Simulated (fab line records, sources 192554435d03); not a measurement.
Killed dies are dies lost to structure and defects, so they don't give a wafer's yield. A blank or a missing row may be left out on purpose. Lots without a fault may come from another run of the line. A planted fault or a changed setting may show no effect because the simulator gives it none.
A struck lot beside a sound one | flow n5_finfet | 22 steps out of a route of 1938
Sound: wafers L950.2, L950.4, L950.5. Struck: wafers L951.2, L951.3, L951.5. The cause comes at the end.
At each step with rows: each side's tool, then ch and its chambers, then its first start. Under that, the readings that differ: sound wafers | struck wafers | difference of the means | sigmas: that difference in standard deviations of wafers without a fault.
alike: readings whose means differ by less than 2 such deviations, and words and numbers that are the same on both sides. not compared: withheld readings, readings that some wafer has no value for, bounds like >300 that may hide the same value, and numbers for which the record gives no deviation and whose values overlap.
The two part at a step that has a row with sigmas, a row that says differs or no value, or rows on one side only. Numbers that don't overlap but have no deviation are shown without sigmas and don't part them. A reading that every wafer of one side lacks parts them only if that side has two wafers or more.

first, 10 steps without rows for these wafers: N5_WELL_APT_DESCUM_30 (chemistry O2, time 7.9 s); N5_WELL_APT_IMPLANT_31; N5_WELL_APT_IMPLANT_32; N5_WELL_APT_STRIP_33 (strips in SPM, time 900 s); N5_WELL_APT_RTA_34 (time 10 s); N5_WELL_APT_OXIDE_STRIP_42 (strips SiO2 in dHF, time 45 s, target depth 12 nm); N5_WELL_APT_PRECLEAN_36 (cleans in O3/DIW, time 45 s); N5_WELL_APT_PRECLEAN_39 (cleans in dHF, time 60 s); N5_WELL_APT_SRD_37 (time 30 s); N5_WELL_APT_EPI_41 (deposits Si from SiH4/H2, target thk 50 nm, time 297.7 s).
N5_PMOS_HMC_CHANNEL_EPI_HM_DEP_34: deposits SiO2 from TEOS/O2, target thk 36 nm, time 6.9 s.
  sound on pecvd-02 ch 0,1,2, day 3 10:35; struck on pecvd-02 ch 1,2, day 3 16:55
  alike: heater_power_w, showerhead_plenum_p_Torr, throttle_valve_pct
then, 7 steps without rows for these wafers: N5_PMOS_HMC_CHANNEL_EPI_COAT_31 (time 60 s, resist thk 66 nm); N5_PMOS_HMC_CHANNEL_EPI_COAT_03 (resist thk 205 nm); N5_PMOS_HMC_CHANNEL_EPI_EBR_05; N5_PMOS_HMC_CHANNEL_EPI_SOFTBAKE_04 (time 60 s); N5_PMOS_HMC_CHANNEL_EPI_EXPOSE_06 (exposes mask PMOS HMC BLK, target cd 240 nm); N5_PMOS_HMC_CHANNEL_EPI_PEB_07 (peb time 60 s); N5_PMOS_HMC_CHANNEL_EPI_DEVELOP_08 (develop time 30 s).
N5_PMOS_HMC_CHANNEL_EPI_INSPECT_11: inspects for defects (macro).
  sound on defect_inspect-02, day 3 11:02; struck on defect_inspect-01, day 3 17:23
  reading          | sound | struck         | difference | sigmas
  raw_defect_count | 0 1 4 | >300 >300 >300 | differs    |
then, 1 step without rows for these wafers: N5_PMOS_HMC_CHANNEL_EPI_DESCUM_14 (chemistry O2, time 7.9 s).
-- the record jumps here: 7 days lie between the struck wafers' starts before and after (it left off in module PMOS_HMC_CHANNEL_EPI and takes up again in module BEOL_M4, whose first step shown is number 1111 of the route) --
N5_BEOL_M4_RC_MEAS_101:
  sound on prober-01 ch 0, day 9 20:46; struck on prober-02 ch 0, day 10 11:01
  reading       | sound          | struck         | difference | sigmas
  ION_N (uA/um) | 663 659 648    | 677 672 679    | +19        | +2
  ION_P (uA/um) | 445 448 443    | 469 464 464    | +20        | +3
  VT_P (mV)     | -255 -257 -257 | -249 -251 -247 | +7         | +2
  alike: DIBL_N, DIBL_P, IOFF_N, IOFF_P, SS_N, SS_P, VT_N
-- the record jumps here: 4 days lie between the struck wafers' starts before and after (it left off in module BEOL_M4 and takes up again in module PASSIVATION, whose first step shown is number 1936 of the route) --
N5_PASSIVATION_PROBE_49:
  the record has rows for the struck wafers here (prober-02, day 14 14:34) and none for the sound ones

WHERE THEY PART
First at N5_PMOS_HMC_CHANNEL_EPI_INSPECT_11; last, within this record, at N5_PASSIVATION_PROBE_49.

WHY: what the simulator had put in
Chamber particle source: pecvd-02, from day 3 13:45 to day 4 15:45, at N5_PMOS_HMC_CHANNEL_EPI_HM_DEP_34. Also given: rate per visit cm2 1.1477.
